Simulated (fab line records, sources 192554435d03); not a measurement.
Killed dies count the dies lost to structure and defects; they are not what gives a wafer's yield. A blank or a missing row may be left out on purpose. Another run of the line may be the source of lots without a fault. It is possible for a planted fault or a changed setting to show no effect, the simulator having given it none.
Lot-split experiment ; flow n5_finfet ; on a route of 1938 steps: 7 lots, 39 wafers read

## THE SPLIT
At N5_BEOL_M14_TRENCH_ETCH_34 (etches SiO2 in C4F8/O2/Ar, target depth 556.65 nm, time 126.9 s), the setting time_s was moved away from the recipe's 126.9 s on 15 of the 39 wafers read, by -41.3% to +26.1%. For the rest of the wafers, this setting stayed at what the recipe calls for.

## FROM THE SPLIT TO THE READING: what the file shows between them, 10 steps
- N5_BEOL_M14_STRIP_70: strips in C4F8/O2/Ar
- N5_BEOL_M14_OCD_MEAS_35
- N5_BEOL_M14_STRIP_37: strips in O2
- N5_BEOL_M14_ETCH_38: etches SiCN in CF4/N2, target depth 106.5 nm, time 120.6 s
- N5_BEOL_M14_ECD_47: material Cu, target thk 1248 nm
- N5_BEOL_M14_ANNEAL_48: time 90 s
- N5_BEOL_M14_CMP_49: polishes, stops on SiO2, t overpolish 5.2 s, target thk 560 nm
- N5_BEOL_M14_THK_MEAS_50: measures by xrf
- N5_BEOL_M14_PRE_CLEAN_52: time 15 s
- N5_BEOL_M14_DEP_53: deposits SiCN from 3MS/NH3, target thk 50 nm, time 17.8 s

## THE READING
M14_RS (ohm/sq), read at N5_BEOL_M14_RS_MEAS_54 with a four-point probe. Typical for fault-free wafers on this fab line: 0.0333 ohm/sq, with standard deviation 0.00054 ohm/sq.

wafer;tool, chamber at the split;time_s as run, s;against the recipe;M14_RS, ohm/sq;against lot-mates on the recipe
L074.1;rie_diel-02, 3;74.55;-41.3%;0.0567;+0.0230
L074.2;rie_diel-02, 0;74.55;-41.3%;0.0584;+0.0247
L074.3;rie_diel-02, 1;126.9;recipe;0.0339;-
L074.4;rie_diel-02, 2;126.9;recipe;0.0335;-
L074.5;rie_diel-02, 1;126.9;recipe;0.0338;-
L074.6;rie_diel-02, 0;74.55;-41.3%;0.0580;+0.0243
L075.1;rie_diel-03, 3;126.9;recipe;0.0332;-
L075.2;rie_diel-03, 1;160;+26.1%;0.0272;-0.0062
L075.3;rie_diel-03, 2;126.9;recipe;0.0333;-
L075.4;rie_diel-03, 0;126.9;recipe;0.0338;-
L075.5;rie_diel-03, 2;160;+26.1%;0.0263;-0.0071
L075.6;rie_diel-03, 3;160;+26.1%;0.0262;-0.0072
L076.1;rie_diel-05, 1;126.9;recipe;0.0337;-
L076.2;rie_diel-05, 0;155.4;+22.5%;0.0268;-0.0064
L076.3;rie_diel-05, 3;126.9;recipe;0.0331;-
L076.4;rie_diel-05, 2;126.9;recipe;0.0328;-
L076.5;rie_diel-05, 3;155.4;+22.5%;0.0274;-0.0058
L076.6;rie_diel-05, 0;155.4;+22.5%;0.0270;-0.0062
L078.1;rie_diel-03, 3;126.9;recipe;0.0329;-
L078.2;rie_diel-03, 0;126.9;recipe;0.0335;-
L078.3;rie_diel-03, 2;126.9;recipe;0.0333;-
L078.4;rie_diel-03, 2;126.9;recipe;0.0330;-
L078.5;rie_diel-03, 3;126.9;recipe;0.0329;-
L078.6;rie_diel-03, 0;126.9;recipe;0.0337;-
L079.2;rie_diel-03, 3;126.9;recipe;0.0325;-
L079.5;rie_diel-03, 2;126.9;recipe;0.0331;-
L079.6;rie_diel-03, 1;126.9;recipe;0.0341;-
L083.1;rie_diel-02, 0;126.9;recipe;0.0340;-
L083.2;rie_diel-02, 1;126.9;recipe;0.0338;-
L083.3;rie_diel-02, 3;80.6;-36.5%;0.0522;+0.0183
L083.4;rie_diel-02, 2;80.6;-36.5%;0.0533;+0.0194
L083.5;rie_diel-02, 3;80.6;-36.5%;0.0521;+0.0182
L083.6;rie_diel-02, 0;126.9;recipe;0.0338;-
L087.1;rie_diel-03, 1;77.64;-38.8%;0.0571;+0.0236
L087.2;rie_diel-03, 0;77.64;-38.8%;0.0556;+0.0221
L087.3;rie_diel-03, 2;77.64;-38.8%;0.0543;+0.0208
L087.4;rie_diel-03, 3;126.9;recipe;0.0331;-
L087.5;rie_diel-03, 2;126.9;recipe;0.0331;-
L087.6;rie_diel-03, 1;126.9;recipe;0.0344;-

THE FIT
A straight line over all 39 wafers: M14_RS changes by -0.000486 ohm/sq for each +1% of time_s; r = -0.98; the points scatter about the line by 0.0022 ohm/sq.
The same after taking each lot's own level away (the mean of its wafers on the recipe; 39 wafers): -0.00048 ohm/sq for each +1%; r = -0.98; scatter 0.0022 ohm/sq.
According to that fit, moving time_s by its largest amount changes the reading by 0.02 ohm/sq.
The span of the lots' own levels, 0.03320 to 0.03387 ohm/sq, comes to 1.2 times the standard deviation stated above.
So the lot-to-lot level changes the slope little: the two slopes agree.
Check: for one of the wafers moved furthest among these (-41.3%), held out of the fit, the line's prediction against its lot-mates is +0.0211 ohm/sq. It came out at +0.023 ohm/sq against them.

## THE WHOLE CHAIN: every reading that the file lists as answering this split, in the file's order
step;what it does;reading;change (the file's fit);r (the file's)
N5_BEOL_M14_TRENCH_ETCH_34;etches SiO2 in C4F8/O2/Ar, target depth 556.65 nm, time 126.9 s;etch.depth_nm (the simulator's own value, which no gauge read);+5.4 nm for each +1% of the setting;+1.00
N5_BEOL_M14_OCD_MEAS_35;;trench_depth_nm;+5.4 nm for each +1% of the setting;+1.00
N5_BEOL_M14_CMP_49;polishes, stops on SiO2, t overpolish 5.2 s, target thk 560 nm;Cu_of_BEOL_M14_ECD_47.thk_nm (the simulator's own value, which no gauge read);+5.39 nm for each +1% of the setting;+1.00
N5_BEOL_M14_THK_MEAS_50;measures by xrf;M14_THK;+5.47 for each +1% of the setting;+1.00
N5_BEOL_M14_RS_MEAS_54;measures by four-point-probe;M14_RS;-0.000497 for each +1% of the setting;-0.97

## FILE'S OWN FIT
M14_RS changes by -0.000497 ohm/sq for each +1% of time_s, r = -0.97.
